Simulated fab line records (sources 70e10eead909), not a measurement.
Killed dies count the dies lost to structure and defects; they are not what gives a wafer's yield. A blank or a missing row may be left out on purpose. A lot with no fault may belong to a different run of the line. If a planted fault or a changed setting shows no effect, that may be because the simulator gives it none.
Matching of chambers || flow nandHarc || NHARC_P_M1_ETCH_35 on rieDiel-11 has 4 sister chambers
The step etches the open film in N2/H2, target depth 40 nm, overetch 12 nm, time 43.94 s. 8 wafers are shown with their chamber, then 7 later ones without.

== WAFERS, EACH WITH ITS CHAMBER ==
{"wafer": "L939.6", "chamber": 3, "showerheadPlenumPTorr (Torr)": 1.99, "drypumpMotorCurrentA (A)": 5.9}
{"wafer": "L940.1", "chamber": 2, "showerheadPlenumPTorr (Torr)": 1.92, "drypumpMotorCurrentA (A)": 6.1}
{"wafer": "L940.5", "chamber": 1, "showerheadPlenumPTorr (Torr)": 2.09, "drypumpMotorCurrentA (A)": 5.5}
{"wafer": "L945.2", "chamber": 2, "showerheadPlenumPTorr (Torr)": 1.92, "drypumpMotorCurrentA (A)": 6.1}
{"wafer": "L945.3", "chamber": 3, "showerheadPlenumPTorr (Torr)": 1.99, "drypumpMotorCurrentA (A)": 6.0}
{"wafer": "L945.5", "chamber": 0, "showerheadPlenumPTorr (Torr)": 2.19, "drypumpMotorCurrentA (A)": 5.8}
{"wafer": "L951.2", "chamber": 1, "showerheadPlenumPTorr (Torr)": 2.09, "drypumpMotorCurrentA (A)": 5.5}
{"wafer": "L951.5", "chamber": 0, "showerheadPlenumPTorr (Torr)": 2.18, "drypumpMotorCurrentA (A)": 5.8}

== WAFERS WITHOUT THEIR CHAMBER ==
{"wafer": "L951.6", "showerheadPlenumPTorr (Torr)": 2.09, "drypumpMotorCurrentA (A)": 5.5}
{"wafer": "L952.1", "showerheadPlenumPTorr (Torr)": 2.18, "drypumpMotorCurrentA (A)": 5.8}
{"wafer": "L952.2", "showerheadPlenumPTorr (Torr)": 1.92, "drypumpMotorCurrentA (A)": 6.1}
{"wafer": "L952.3", "showerheadPlenumPTorr (Torr)": 1.99, "drypumpMotorCurrentA (A)": 6.0}
{"wafer": "L960.3", "showerheadPlenumPTorr (Torr)": 2.18, "drypumpMotorCurrentA (A)": 5.8}
{"wafer": "L960.4", "showerheadPlenumPTorr (Torr)": 1.92, "drypumpMotorCurrentA (A)": 6.1}
{"wafer": "L960.5", "showerheadPlenumPTorr (Torr)": 1.92, "drypumpMotorCurrentA (A)": 6.1}

== CHAMBER TAKEN BY EACH ==
{"wafer": "L951.6", "from the rows above": 1, "in truth": 1}
{"wafer": "L952.1", "from the rows above": 0, "in truth": 0}
{"wafer": "L952.2", "from the rows above": 2, "in truth": 2}
{"wafer": "L952.3", "from the rows above": 3, "in truth": 3}
{"wafer": "L960.3", "from the rows above": 0, "in truth": 0}
{"wafer": "L960.4", "from the rows above": 2, "in truth": 2}
{"wafer": "L960.5", "from the rows above": 2, "in truth": 2}
Correctly placed: 7 of 7. Not placeable from these rows: 0. Wrongly placed: 0.
How it was worked out, from the rows above alone: a wafer's distance from a chamber is the root of the sum, over the readings, of the square of ((its reading less the chamber's mean) divided by the reading's scatter). The wafer belongs to the nearest chamber; if the next one is less than 2 further off, it can't be placed. The mean given for a chamber averages the wafers shown for that chamber. The scatter is the square root of a quotient: the sum, over the shown wafers, of each reading's squared deviation from its chamber's mean, divided by wafers minus chambers.
